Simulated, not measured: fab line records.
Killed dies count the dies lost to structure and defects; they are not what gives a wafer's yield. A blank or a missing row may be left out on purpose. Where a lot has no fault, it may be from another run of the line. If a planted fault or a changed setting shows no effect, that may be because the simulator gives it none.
fab line records	flow nandHarc
record lots=13	wafers=39	lastDay=24
route steps=1159 shown A_CONTACT@897 END@1159
lots with no fault: from the same line, run without faults
startH: hours from the record's opening day to when the first of the lot's shown wafers began	waitH: hours since the lot's step before	" as in the row above	L1.1+2: several wafers, shown together as one row	- value missing, or start not given	* or withheld: withheld	< > ~ a bound
route shown NAME@n: NAME is a module with steps in the file, n the number in the route of the first one	usual: mean and standard deviation over wafers with no fault	same: alike in all rows	chamber/n: place in a boat	sites: per-site readings	_std_site: standard deviation across them	_edge_site: mean of outer sites minus mean of inner sites	radiusMm: how far each site lies from the wafer's centre	mask NAME#n: copy n	behind: the tool/chamber that last shaped the wafer	hold: cause of the lot's hold/its duration in hours/its outcome	device: which transistor (n, p or np) failed to switch	end of line: the tests these same wafers got at the end of their route	where a step has no rows: the recipe by itself	killed: not the wafer's yield, but the dies lost to structure and defects at the first sort	map: dies across one wafer; x = killed, . = not, _ = none there
set.NAME: the setting as run; set.NAME@STEP: as run at that earlier step	model.NAME: the simulator's own value behind a step, which no gauge read
a sample of lots followed through the steps of the route, with each step as a table and each wafer as a row
services: the hour from which a tool's chamber was out of use, counted from the record's first day as startH (under 0 if before that day), plus the number of hours and why
## steps
# step NHARC_A_CONTACT_OVL_MEAS_70
# usual overlayXNm=0.0/0.67	overlayYNm=-0.1/0.95
lot.wafer	tool	chamber	startH	waitH	overlayXNm	overlayYNm
L131.1	overlay-01	-	383.78	-	0.2	1.6
L131.4	"	-	"	"	-0.4	1.6
L131.6	"	-	"	"	-0.3	2.1
L132.1	overlay-01	-	385.66	-	0.0	-1.5
L132.2	"	-	"	"	0.6	-1.6
L132.6	"	-	"	"	0.6	-2.1
L129.1	overlay-01	-	389.56	-	0.0	-0.7
L129.4	"	-	"	"	0.0	-1.4
L129.6	"	-	"	"	-0.5	-1.0
L135.3	overlay-01	-	408.38	-	0.0	0.8
L135.4	"	-	"	"	-0.6	0.2
L135.5	"	-	"	"	0.2	0.4
L136.1	overlay-02	-	418.39	-	0.4	-0.9
L136.2	"	-	"	"	-0.1	-0.9
L136.6	"	-	"	"	0.1	-0.2
L137.1	overlay-02	-	428.22	-	0.4	-1.7
L137.5	"	-	"	"	0.2	-2.1
L137.6	"	-	"	"	0.5	-1.4
L139.3	overlay-02	-	431.97	-	-0.1	-0.4
L139.5	"	-	"	"	0.2	-0.5
L139.6	"	-	"	"	0.5	-0.8
L140.1	overlay-01	-	453.51	-	0.8	-0.5
L140.3	"	-	"	"	0.1	0.0
L140.5	"	-	"	"	0.8	0.6
L143.1	overlay-01	-	457.48	-	0.0	-0.6
L143.3	"	-	"	"	0.2	-0.5
L143.4	"	-	"	"	0.9	-0.7
L151.1	overlay-01	-	494.14	-	-0.8	0.5
L151.3	"	-	"	"	-1.0	0.1
L151.4	"	-	"	"	-1.1	0.3
L149.3	overlay-02	-	499.90	-	0.1	-0.5
L149.4	"	-	"	"	0.6	-0.5
L149.6	"	-	"	"	-0.1	-0.8
L150.1	overlay-01	-	503.38	-	-0.7	0.0
L150.2	"	-	"	"	-0.7	0.1
L150.3	"	-	"	"	-1.1	0.4
L152.1	overlay-02	-	513.16	-	0.3	2.1
L152.4	"	-	"	"	0.8	1.9
L152.5	"	-	"	"	0.9	2.1
# step NHARC_A_CONTACT_ETCH_124
# recipe sourceW=withheld	pressureMtorr=20	biasV=withheld	timeS=140	targetDepthA=7000	arFlowSccm=withheld	c4f8FlowSccm=withheld	o2FlowSccm=withheld	chemistry=C4F8/O2/Ar
# usual chamberPressureMTorr=20.001/0.018	oesAirLineAu=0.998/0.022
lot.wafer	tool	chamber	startH	waitH	chamberPressureMTorr	oesAirLineAu	rfHoursCounterH
L131.1	harCapEtch-03	0	385.33	-	19.993	1.046	82
L131.4	"	1	"	"	19.997	0.992	-
L131.6	"	1	"	"	20.022	1.005	-
L132.2	harCapEtch-01	1	387.08	-	19.976	1.018	60
L132.1	"	0	"	"	19.949	1.015	60
L132.6	"	0	"	"	20.006	1.010	-
L129.1	harCapEtch-01	0	390.81	-	19.973	1.037	61
L129.4	"	0	"	"	19.994	1.026	-
L129.6	"	1	"	"	20.015	1.052	-
L135.3	harCapEtch-03	1	409.69	-	19.975	1.028	-
L135.4	"	0	"	"	20.004	0.971	-
L135.5	"	1	"	"	19.968	1.016	-
L136.2	harCapEtch-01	1	419.61	-	19.979	1.014	64
L136.1	"	0	"	"	19.985	1.006	64
L136.6	"	1	"	"	20.057	1.014	-
L137.1	harCapEtch-01	0	429.70	-	19.989	0.982	67
L137.5	"	0	"	"	19.985	0.982	-
L137.6	"	1	"	"	20.022	0.992	-
L139.3	harCapEtch-02	0	433.30	-	19.991	0.985	-
L139.6	"	0	"	"	20.002	0.992	-
L139.5	"	1	"	"	19.995	1.016	-
L140.1	harCapEtch-02	1	454.75	-	20.019	0.973	22
L140.3	"	0	"	"	20.006	1.017	-
L140.5	"	1	"	"	20.016	1.003	-
L143.1	harCapEtch-03	1	458.97	-	20.045	0.986	97
L143.4	"	0	"	"	19.997	1.010	-
L143.3	"	1	"	"	19.978	1.016	-
L151.1	harCapEtch-02	0	495.41	-	20.001	0.995	29
L151.4	"	1	"	"	19.989	0.992	-
L151.3	"	0	"	"	20.013	1.024	-
L149.4	harCapEtch-02	1	501.28	-	19.987	1.015	-
L149.3	"	0	"	"	19.959	0.984	-
L149.6	"	1	"	"	19.999	1.010	-
L150.1	harCapEtch-01	1	504.66	-	19.991	0.981	81
L150.2	"	0	"	"	20.018	0.974	81
L150.3	"	1	"	"	20.003	0.962	-
L152.1	harCapEtch-01	0	514.50	-	20.023	0.971	84
L152.4	"	0	"	"	19.984	0.989	-
L152.5	"	1	"	"	20.029	1.025	-
# step NHARC_A_CONTACT_ETCH_126
# recipe sourceW=withheld	pressureMtorr=20	biasV=1200	timeS=155	targetDepthA=9560	arFlowSccm=withheld	c4f8FlowSccm=withheld	o2FlowSccm=withheld	chemistry=C4F8/O2/Ar
# usual chamberPressureMTorr=19.999/0.02	oesAirLineAu=1.001/0.021
lot.wafer	tool	chamber	startH	waitH	chamberPressureMTorr	oesAirLineAu	rfHoursCounterH
L131.1	harCapEtch-03	0	385.66	0.1	19.994	1.014	82
L131.4	"	1	"	"	19.993	1.000	-
L131.6	"	1	"	"	19.989	0.999	-
L132.2	harCapEtch-01	1	387.42	0.1	19.992	1.019	60
L132.1	"	0	"	"	19.994	0.963	60
L132.6	"	0	"	"	19.990	0.998	-
L129.1	harCapEtch-01	0	391.26	0.2	19.984	0.990	61
L129.4	"	0	"	"	19.983	1.026	-
L129.6	"	1	"	"	19.971	0.986	-
L135.3	harCapEtch-03	1	410.01	0.1	19.993	1.008	-
L135.4	"	0	"	"	19.984	0.996	-
L135.5	"	1	"	"	20.005	1.003	-
L136.2	harCapEtch-01	1	419.95	0.1	20.016	1.024	65
L136.1	"	0	"	"	20.005	1.030	65
L136.6	"	1	"	"	19.995	1.025	-
L137.1	harCapEtch-01	0	430.05	0.1	20.003	0.996	67
L137.5	"	0	"	"	19.975	0.970	-
L137.6	"	1	"	"	20.002	1.007	-
L139.3	harCapEtch-02	0	433.63	0.1	20.008	1.016	-
L139.6	"	0	"	"	20.012	1.035	-
L139.5	"	1	"	"	20.001	0.989	-
L140.1	harCapEtch-02	1	455.20	0.2	-	-	-
L140.3	"	0	"	"	-	-	-
L140.5	"	1	"	"	-	-	-
L143.1	harCapEtch-03	1	459.31	0.1	-	-	-
L143.4	"	0	"	"	-	-	-
L143.3	"	1	"	"	-	-	-
L151.1	harCapEtch-02	0	495.74	0.1	20.013	1.041	30
L151.4	"	1	"	"	20.015	0.976	-
L151.3	"	0	"	"	20.002	1.036	-
L149.4	harCapEtch-02	1	501.61	0.1	20.017	1.001	-
L149.3	"	0	"	"	20.026	0.996	-
L149.6	"	1	"	"	20.002	1.012	-
L150.1	harCapEtch-01	1	505.01	0.1	20.023	1.025	81
L150.2	"	0	"	"	20.040	0.998	81
L150.3	"	1	"	"	19.977	0.985	-
L152.1	harCapEtch-01	0	514.94	0.2	20.017	0.996	84
L152.4	"	0	"	"	19.995	1.010	-
L152.5	"	1	"	"	19.991	0.986	-
# step NHARC_A_CONTACT_ETCH_132
# recipe sourceW=withheld	pressureMtorr=20	biasV=1200	timeS=156	targetDepthA=9580	arFlowSccm=withheld	c4f8FlowSccm=withheld	o2FlowSccm=withheld	chemistry=C4F8/O2/Ar
# usual chamberPressureMTorr=19.998/0.016	oesAirLineAu=0.996/0.022
lot.wafer	tool	chamber	startH	waitH	chamberPressureMTorr	oesAirLineAu	rfHoursCounterH
L131.1	harCapEtch-03	0	386.51	0.1	19.972	0.995	83
L131.4	"	1	"	"	20.019	0.984	-
L131.6	"	1	"	"	19.981	1.022	-
L132.2	harCapEtch-01	1	388.27	0.1	20.000	1.023	61
L132.1	"	0	"	"	19.998	0.971	61
L132.6	"	0	"	"	19.973	0.999	-
L129.1	harCapEtch-01	0	392.41	0.2	19.991	1.028	62
L129.4	"	0	"	"	20.005	1.017	-
L129.6	"	1	"	"	19.977	1.018	-
L135.3	harCapEtch-03	1	410.86	0.1	20.006	0.988	-
L135.4	"	0	"	"	20.009	0.983	-
L135.5	"	1	"	"	20.007	0.976	-
L136.2	harCapEtch-01	1	420.80	0.1	19.997	0.989	65
L136.1	"	0	"	"	19.987	0.999	65
L136.6	"	1	"	"	20.028	0.973	-
L137.1	harCapEtch-01	0	430.90	0.1	20.000	0.994	68
L137.5	"	0	"	"	20.005	0.986	-
L137.6	"	1	"	"	20.029	0.993	-
L139.3	harCapEtch-02	0	434.48	0.1	20.012	1.010	-
L139.6	"	0	"	"	19.990	1.016	-
L139.5	"	1	"	"	19.996	1.023	-
L140.1	harCapEtch-02	1	456.34	0.2	19.956	0.995	23
L140.3	"	0	"	"	20.010	1.019	-
L140.5	"	1	"	"	19.995	0.997	-
L143.1	harCapEtch-03	1	460.15	0.1	19.996	1.001	98
L143.4	"	0	"	"	20.000	0.969	-
L143.3	"	1	"	"	19.990	1.018	-
L151.1	harCapEtch-02	0	496.59	0.1	20.011	1.003	30
L151.4	"	1	"	"	19.997	0.976	-
L151.3	"	0	"	"	19.989	1.015	-
L149.4	harCapEtch-02	1	502.45	0.1	19.971	0.981	-
L149.3	"	0	"	"	19.997	0.978	-
L149.6	"	1	"	"	20.000	0.996	-
L150.1	harCapEtch-01	1	505.86	0.1	19.975	0.962	82
L150.2	"	0	"	"	19.997	0.982	82
L150.3	"	1	"	"	19.982	0.979	-
L152.1	harCapEtch-01	0	516.07	0.2	19.973	0.938	85
L152.4	"	0	"	"	20.005	0.986	-
L152.5	"	1	"	"	20.022	0.980	-
# step NHARC_END_SORT_01
# recipe tempC=25
# usual killedAtArray=26/9.6	killedAtOther=0.7/0.92	killedAtPeriphery=3.8/2.7	killedDies=31/10	killedOpen=3.3/1.7	killedShort=1.8/1.3
# same grossDies=677
lot.wafer	tool	chamber	startH	waitH	killedAtArray	killedAtOther	killedAtPeriphery	killedDies	killedOpen	killedShort
L131.1	prober-01	0	451.88	2.5	13	1	5	19	4	1
L131.4	prober-01	0	454.26	3.4	15	1	5	21	2	1
L131.6	prober-01	0	455.85	4.0	17	3	6	26	6	3
L132.1	prober-02	0	451.95	2.5	23	0	4	27	2	1
L132.2	prober-02	0	452.75	2.8	25	0	6	31	3	4
L132.6	prober-02	0	455.96	4.0	24	0	0	24	2	1
L129.1	prober-01	0	459.63	2.5	13	2	3	18	4	2
L129.4	prober-01	0	462.07	3.4	15	0	3	18	5	4
L129.6	prober-01	0	463.69	4.1	12	2	2	16	6	0
L136.1	prober-02	0	477.74	2.5	16	0	4	20	3	0
L136.2	prober-02	0	478.53	2.8	26	0	4	30	5	1
L136.6	prober-02	0	481.71	4.0	20	2	3	25	3	1
L135.3	prober-01	0	479.39	3.1	37	0	2	39	3	3
L135.4	prober-01	0	480.21	3.4	27	2	3	32	3	1
L135.5	prober-01	0	481.03	3.8	38	0	4	42	6	2
L137.1	prober-01	0	486.13	2.5	41	0	3	44	4	0
L137.5	prober-01	0	489.37	3.7	39	0	6	45	4	3
L137.6	prober-01	0	490.18	4.0	32	0	4	36	1	5
L139.3	prober-02	0	487.72	3.1	27	0	3	30	0	1
L139.5	prober-02	0	489.34	3.7	29	0	5	34	4	1
L139.6	prober-02	0	490.16	4.1	33	0	2	35	2	1
L140.1	prober-01	0	522.05	2.5	676	0	1	677	4	1
L140.3	prober-01	0	523.64	3.1	671	1	5	677	3	2
L140.5	prober-01	0	525.24	3.7	674	0	3	677	3	1
L143.1	prober-02	0	522.05	2.5	676	0	1	677	5	0
L143.3	prober-02	0	523.67	3.1	676	0	1	677	4	0
L143.4	prober-02	0	524.49	3.5	672	1	4	677	8	1
L151.1	prober-01	0	552.50	2.5	26	1	4	31	3	2
L151.3	prober-01	0	554.11	3.1	24	3	4	31	3	2
L151.4	prober-01	0	554.92	3.4	27	0	5	32	5	0
L150.1	prober-02	0	560.90	2.5	33	1	2	36	4	3
L150.2	prober-02	0	561.70	2.8	33	4	1	38	1	2
L150.3	prober-02	0	562.50	3.1	38	2	2	42	3	2
L149.3	prober-01	0	562.48	3.1	43	0	1	44	1	4
L149.4	prober-01	0	563.28	3.4	42	1	4	47	3	0
L149.6	prober-01	0	564.89	4.0	55	1	2	58	3	1
L152.1	prober-02	0	575.22	2.5	38	0	2	40	3	2
L152.4	prober-02	0	577.63	3.4	31	0	4	35	5	2
L152.5	prober-02	0	578.43	3.7	28	0	4	32	4	2
# killed by level:class
L131.1 A_SLIT:chamberFilmFlake=5 P_M2:chamberFilmFlake=3 A_CONTACT:geometricParticle:open=2 A_CHANNEL_HOLE_D1:chamberFilmFlake=2 P_CONTACT:geometricParticle:short=1 P_CONTACT:geometricParticle:open=1 A_BLC:geometricParticle:open=1 A_ZERO_WELL:chamberFilmFlake=1
L132.1 A_CHANNEL_HOLE_D1:chamberFilmFlake=17 A_WL_FILL:chamberFilmFlake=4 P_CONTACT:geometricParticle:open=1 P_M0:geometricParticle:short=1 A_M0:geometricParticle:open=1 P_STI:chamberFilmFlake=1 P_M2:chamberFilmFlake=1 A_M0:chamberFilmFlake=1
L132.2 A_CHANNEL_HOLE_D1:chamberFilmFlake=13 A_CONTACT:chamberFilmFlake=3 P_CONTACT:geometricParticle:open=2 A_ONON_D1:geometricParticle:short=2 P_M2:chamberFilmFlake=2 P_STI:chamberFilmFlake=2 A_M0:chamberFilmFlake=2 A_CHANNEL_HOLE_D1:geometricParticle:open=1
L131.4 A_SLIT:chamberFilmFlake=6 P_M2:chamberFilmFlake=4 A_ZERO_WELL:chamberFilmFlake=2 A_CHANNEL_FILL_D1:geometricParticle:open=1 A_WL_FILL:geometricParticle:short=1 A_CONTACT:geometricParticle:open=1 P_STI:chamberFilmFlake=1 A_CHANNEL_HOLE_D1:chamberFilmFlake=1
L131.6 A_SLIT:chamberFilmFlake=6 A_WL_FILL:chamberFilmFlake=3 THIN_TSV:chamberFilmFlake=3 P_M0:geometricParticle:open=2 A_M0:chamberFilmFlake=2 P_STI:geometricParticle:open=1 P_STI:geometricParticle:short=1 P_CONTACT:geometricParticle:open=1
L132.6 A_CHANNEL_HOLE_D1:chamberFilmFlake=13 A_CONTACT:chamberFilmFlake=4 A_WL_FILL:chamberFilmFlake=3 A_SOURCE_PLATE:geometricParticle:open=1 A_WL_FILL:geometricParticle:short=1 A_M0:geometricParticle:open=1 A_BLC:chamberFilmFlake=1
L129.1 A_CONTACT:chamberFilmFlake=5 A_CONTACT:geometricParticle:open=2 A_STAIRCASE:chamberFilmFlake=2 THIN_TSV:chamberFilmFlake=2 P_M0:geometricParticle:open=1 P_M1:geometricParticle:open=1 A_ONON_D1:geometricParticle:short=1 A_BLC:geometricParticle:short=1
L129.4 A_STAIRCASE:chamberFilmFlake=3 A_WL_FILL:geometricParticle:open=2 A_CONTACT:chamberFilmFlake=2 P_M0:geometricParticle:short=1 A_ONON_D1:geometricParticle:open=1 A_CHANNEL_FILL_D1:geometricParticle:open=1 A_CHANNEL_FILL_D1:geometricParticle:short=1 A_CONTACT:geometricParticle:short=1
L129.6 A_CONTACT:geometricParticle:open=4 A_STAIRCASE:chamberFilmFlake=3 A_CONTACT:chamberFilmFlake=3 P_STI:chamberFilmFlake=2 A_M0:geometricParticle:open=1 STARTING-WAFER:geometricParticle:open=1 A_CHANNEL_HOLE_D1:chamberFilmFlake=1 THIN_TSV:chamberFilmFlake=1
L136.1 A_SLIT:chamberFilmFlake=5 A_SGD_CUT:chamberFilmFlake=4 A_CHANNEL_HOLE_D1:chamberFilmFlake=3 A_CONTACT:geometricParticle:open=2 P_GATE:chamberFilmFlake=2 A_WL_FILL:geometricParticle:open=1 P_ZERO_WELL:chamberFilmFlake=1 P_BONDPAD:chamberFilmFlake=1
L136.2 A_SLIT:chamberFilmFlake=9 A_SGD_CUT:chamberFilmFlake=6 A_STAIRCASE:chamberFilmFlake=3 A_CONTACT:geometricParticle:open=2 P_ZERO_WELL:chamberFilmFlake=2 A_CHANNEL_HOLE_D1:chamberFilmFlake=2 P_GATE:geometricParticle:open=1 A_ONON_D1:geometricParticle:open=1
L135.3 A_CHANNEL_HOLE_D1:chamberFilmFlake=16 A_SLIT:chamberFilmFlake=7 A_M1:chamberFilmFlake=5 A_CONTACT:chamberFilmFlake=3 A_CHANNEL_FILL_D1:geometricParticle:short=2 A_ONON_D1:geometricParticle:short=1 A_CHANNEL_FILL_D1:geometricParticle:open=1 A_SLIT:geometricParticle:open=1
L135.4 A_CHANNEL_HOLE_D1:chamberFilmFlake=13 A_SLIT:chamberFilmFlake=8 A_M1:chamberFilmFlake=3 P_BONDPAD:chamberFilmFlake=2 P_CONTACT:geometricParticle:open=1 A_CHANNEL_FILL_D1:geometricParticle:short=1 A_SGD_CUT:geometricParticle:open=1 STARTING-WAFER:geometricParticle:open=1
L135.5 A_CHANNEL_HOLE_D1:chamberFilmFlake=18 A_SLIT:chamberFilmFlake=9 A_M1:chamberFilmFlake=3 P_CONTACT:geometricParticle:open=2 A_CONTACT:chamberFilmFlake=2 P_M0:geometricParticle:short=1 A_ONON_D1:geometricParticle:open=1 A_CHANNEL_FILL_D1:geometricParticle:open=1
L136.6 A_SLIT:chamberFilmFlake=8 A_SGD_CUT:chamberFilmFlake=6 A_STAIRCASE:chamberFilmFlake=2 THIN_TSV:chamberFilmFlake=2 P_GATE:geometricParticle:open=1 P_CONTACT:geometricParticle:open=1 A_ONON_D1:geometricParticle:short=1 A_CONTACT:geometricParticle:open=1
L137.1 A_CHANNEL_HOLE_D1:chamberFilmFlake=23 A_SLIT:chamberFilmFlake=8 A_WL_FILL:chamberFilmFlake=4 A_M0:geometricParticle:open=2 P_M0:geometricParticle:open=1 A_CHANNEL_FILL_D1:geometricParticle:open=1 P_GATE:chamberFilmFlake=1 P_BONDPAD:chamberFilmFlake=1
L139.3 A_CHANNEL_HOLE_D1:chamberFilmFlake=16 A_SLIT:chamberFilmFlake=8 A_ZERO_WELL:chamberFilmFlake=3 P_GATE:geometricParticle:short=1 P_ZERO_WELL:chamberFilmFlake=1 P_GATE:chamberFilmFlake=1
L139.5 A_CHANNEL_HOLE_D1:chamberFilmFlake=18 A_SLIT:chamberFilmFlake=6 P_GATE:geometricParticle:open=2 P_GATE:chamberFilmFlake=2 P_CONTACT:geometricParticle:open=1 A_WL_FILL:geometricParticle:short=1 A_CONTACT:geometricParticle:open=1 A_STAIRCASE:chamberFilmFlake=1
L137.5 A_CHANNEL_HOLE_D1:chamberFilmFlake=18 A_SLIT:chamberFilmFlake=8 A_CONTACT:chamberFilmFlake=4 P_ZERO_WELL:chamberFilmFlake=3 A_CHANNEL_FILL_D1:chamberFilmFlake=2 P_GATE:geometricParticle:open=1 A_ONON_D1:geometricParticle:short=1 A_ONON_D1:geometricParticle:open=1
L139.6 A_CHANNEL_HOLE_D1:chamberFilmFlake=15 A_SLIT:chamberFilmFlake=9 A_ZERO_WELL:chamberFilmFlake=3 A_SGD_CUT:chamberFilmFlake=2 P_M0:geometricParticle:open=1 A_ONON_D1:geometricParticle:open=1 A_CHANNEL_FILL_D1:geometricParticle:short=1 P_GATE:chamberFilmFlake=1
L137.6 A_CHANNEL_HOLE_D1:chamberFilmFlake=18 A_SLIT:chamberFilmFlake=5 A_STAIRCASE:chamberFilmFlake=2 A_CONTACT:chamberFilmFlake=2 P_CONTACT:geometricParticle:short=1 P_M2:geometricParticle:short=1 A_ONON_D1:geometricParticle:open=1 A_CHANNEL_FILL_D1:geometricParticle:short=1
L140.1 A_CONTACT:areaEtch=638 A_CHANNEL_HOLE_D1:chamberFilmFlake=14 A_SGD_CUT:chamberFilmFlake=10 A_SLIT:chamberFilmFlake=4 A_CONTACT:chamberFilmFlake=4 A_CONTACT:geometricParticle:open=2 P_M1:geometricParticle:open=1 A_WL_FILL:geometricParticle:short=1
L143.1 A_CONTACT:areaEtch=658 A_CHANNEL_HOLE_D1:chamberFilmFlake=6 A_CONTACT:geometricParticle:open=4 A_CONTACT:chamberFilmFlake=3 A_STAIRCASE:chamberFilmFlake=2 A_CHANNEL_FILL_D1:geometricParticle:open=1 P_ZERO_WELL:chamberFilmFlake=1 A_SLIT:chamberFilmFlake=1
L140.3 A_CONTACT:areaEtch=629 A_CHANNEL_HOLE_D1:chamberFilmFlake=22 A_SLIT:chamberFilmFlake=7 A_STAIRCASE:chamberFilmFlake=3 A_SGD_CUT:chamberFilmFlake=3 A_CONTACT:geometricParticle:open=2 P_M1:chamberFilmFlake=2 A_CHANNEL_FILL_D1:chamberFilmFlake=2
L143.3 A_CONTACT:areaEtch=652 A_CHANNEL_HOLE_D1:chamberFilmFlake=5 A_CONTACT:chamberFilmFlake=5 A_CHANNEL_FILL_D1:chamberFilmFlake=4 A_CONTACT:geometricParticle:open=2 A_M0:geometricParticle:open=2 A_ZERO_WELL:chamberFilmFlake=2 A_SLIT:chamberFilmFlake=2
L143.4 A_CONTACT:areaEtch=647 A_CHANNEL_HOLE_D1:chamberFilmFlake=9 A_STAIRCASE:chamberFilmFlake=3 A_WL_FILL:chamberFilmFlake=3 P_CONTACT:geometricParticle:open=2 A_CHANNEL_FILL_D1:chamberFilmFlake=2 A_CONTACT:chamberFilmFlake=2 P_GATE:geometricParticle:open=1
L140.5 A_CONTACT:areaEtch=638 A_CHANNEL_HOLE_D1:chamberFilmFlake=14 A_SLIT:chamberFilmFlake=8 A_SGD_CUT:chamberFilmFlake=5 A_CONTACT:chamberFilmFlake=3 A_CHANNEL_FILL_D1:chamberFilmFlake=2 P_M0:geometricParticle:open=1 P_M2:geometricParticle:open=1
L151.1 A_CONTACT:chamberFilmFlake=8 A_SLIT:chamberFilmFlake=7 A_CHANNEL_HOLE_D1:chamberFilmFlake=4 A_STAIRCASE:chamberFilmFlake=4 P_M0:geometricParticle:open=2 A_ONON_D1:geometricParticle:short=2 A_WL_FILL:geometricParticle:open=1 P_STI:chamberFilmFlake=1
L151.3 A_SLIT:chamberFilmFlake=7 A_STAIRCASE:chamberFilmFlake=4 A_CONTACT:chamberFilmFlake=4 P_GATE:chamberFilmFlake=3 A_CHANNEL_HOLE_D1:chamberFilmFlake=3 THIN_TSV:chamberFilmFlake=3 A_WL_FILL:geometricParticle:short=2 A_WL_FILL:chamberFilmFlake=2
L151.4 A_SLIT:chamberFilmFlake=12 A_CHANNEL_HOLE_D1:chamberFilmFlake=4 A_CONTACT:chamberFilmFlake=4 P_STI:chamberFilmFlake=2 P_GATE:chamberFilmFlake=2 P_CONTACT:geometricParticle:open=1 A_SOURCE_PLATE:geometricParticle:open=1 A_M1:geometricParticle:open=1
L150.1 A_CHANNEL_HOLE_D1:chamberFilmFlake=21 A_WL_FILL:chamberFilmFlake=3 A_CONTACT:chamberFilmFlake=3 A_ONON_D1:geometricParticle:open=2 A_ONON_D1:geometricParticle:short=2 P_GATE:geometricParticle:open=1 P_M1:geometricParticle:short=1 A_CONTACT:geometricParticle:open=1
L150.2 A_CHANNEL_HOLE_D1:chamberFilmFlake=20 A_WL_FILL:chamberFilmFlake=6 A_CONTACT:chamberFilmFlake=3 THIN_TSV:chamberFilmFlake=3 A_ONON_D1:geometricParticle:short=2 P_M1:geometricParticle:open=1 A_ZERO_WELL:chamberFilmFlake=1 A_STAIRCASE:chamberFilmFlake=1
L149.3 A_CHANNEL_HOLE_D1:chamberFilmFlake=19 A_SLIT:chamberFilmFlake=12 A_CONTACT:chamberFilmFlake=4 A_STAIRCASE:chamberFilmFlake=3 A_SOURCE_PLATE:geometricParticle:short=1 A_CHANNEL_FILL_D1:geometricParticle:short=1 A_CONTACT:geometricParticle:short=1 A_CONTACT:geometricParticle:open=1
L150.3 A_CHANNEL_HOLE_D1:chamberFilmFlake=25 A_CONTACT:chamberFilmFlake=8 A_WL_FILL:chamberFilmFlake=2 P_M1:geometricParticle:open=1 P_M2:geometricParticle:short=1 A_WL_FILL:geometricParticle:open=1 A_WL_FILL:geometricParticle:short=1 STARTING-WAFER:geometricParticle:open=1
L149.4 A_CHANNEL_HOLE_D1:chamberFilmFlake=22 A_SLIT:chamberFilmFlake=11 A_CONTACT:chamberFilmFlake=5 P_M0:geometricParticle:open=2 A_STAIRCASE:chamberFilmFlake=2 A_SGD_CUT:geometricParticle:open=1 P_STI:chamberFilmFlake=1 P_BONDPAD:chamberFilmFlake=1
L149.6 A_CHANNEL_HOLE_D1:chamberFilmFlake=30 A_SLIT:chamberFilmFlake=10 A_STAIRCASE:chamberFilmFlake=6 A_CONTACT:chamberFilmFlake=4 P_CONTACT:geometricParticle:open=1 A_CHANNEL_FILL_D1:geometricParticle:open=1 A_CHANNEL_FILL_D1:geometricParticle:short=1 A_BLC:geometricParticle:open=1
L152.1 A_SLIT:chamberFilmFlake=15 A_CHANNEL_HOLE_D1:chamberFilmFlake=9 A_BLC:chamberFilmFlake=5 A_STAIRCASE:chamberFilmFlake=3 A_ONON_D1:geometricParticle:short=1 A_CONTACT:geometricParticle:open=1 A_BLC:geometricParticle:short=1 A_M0:geometricParticle:open=1
L152.4 A_SLIT:chamberFilmFlake=12 A_CHANNEL_HOLE_D1:chamberFilmFlake=6 A_CONTACT:chamberFilmFlake=4 A_STAIRCASE:chamberFilmFlake=2 A_BLC:chamberFilmFlake=2 P_STI:geometricParticle:open=1 P_M2:geometricParticle:open=1 A_ONON_D1:geometricParticle:short=1
L152.5 A_SLIT:chamberFilmFlake=7 A_BLC:chamberFilmFlake=6 A_CHANNEL_HOLE_D1:chamberFilmFlake=4 P_STI:chamberFilmFlake=3 A_STAIRCASE:chamberFilmFlake=3 A_BLC:geometricParticle:open=2 A_CONTACT:chamberFilmFlake=2 A_ONON_D1:geometricParticle:open=1
## services
tool	chamber	startH	hours	kind
harCapEtch-03	-	408.22	0.1	repair
## key
firstSign step=NHARC_A_CONTACT_ETCH_126	reading=toolRecord	direction=missing
effect step=NHARC_END_SORT_01	reading=killedAtArray	direction=up	sigmas=67	usual=26	struck=674
moreKillsBornAt NHARC_A_CONTACT_ETCH_126@harCapEtch-03=1957	NHARC_A_CONTACT_ETCH_126@harCapEtch-02=1905
metAt NHARC_A_CONTACT_ETCH_126
struckLots L140,L143
laterRowsLeftOut L140.1,L140.3,L140.5,L143.1,L143.3,L143.4
testerLeftOut L140,L143
notActingAt NHARC_A_CONTACT_OVL_MEAS_70,NHARC_A_CONTACT_ETCH_124,NHARC_A_CONTACT_ETCH_132
onsetBetween 433.63 455.20
fault kind=skippedStepWhole	tool=harCapEtch-02,harCapEtch-03	chamber=-	onsetH=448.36	steps=NHARC_A_CONTACT_ETCH_126	scope=struckLotsOnly
# testerLeftOut: of these lots the tester's yield and bins aren't shown, on N5 and GAA mostly nor the transistor test; their killed dies are dies lost to structure and defects alone, not to doping, threshold or leakage, so they don't give the yield
# laterRowsLeftOut: the simulator's readings of these wafers behind a module that went badly wrong aren't trusted and aren't shown, but for the sort
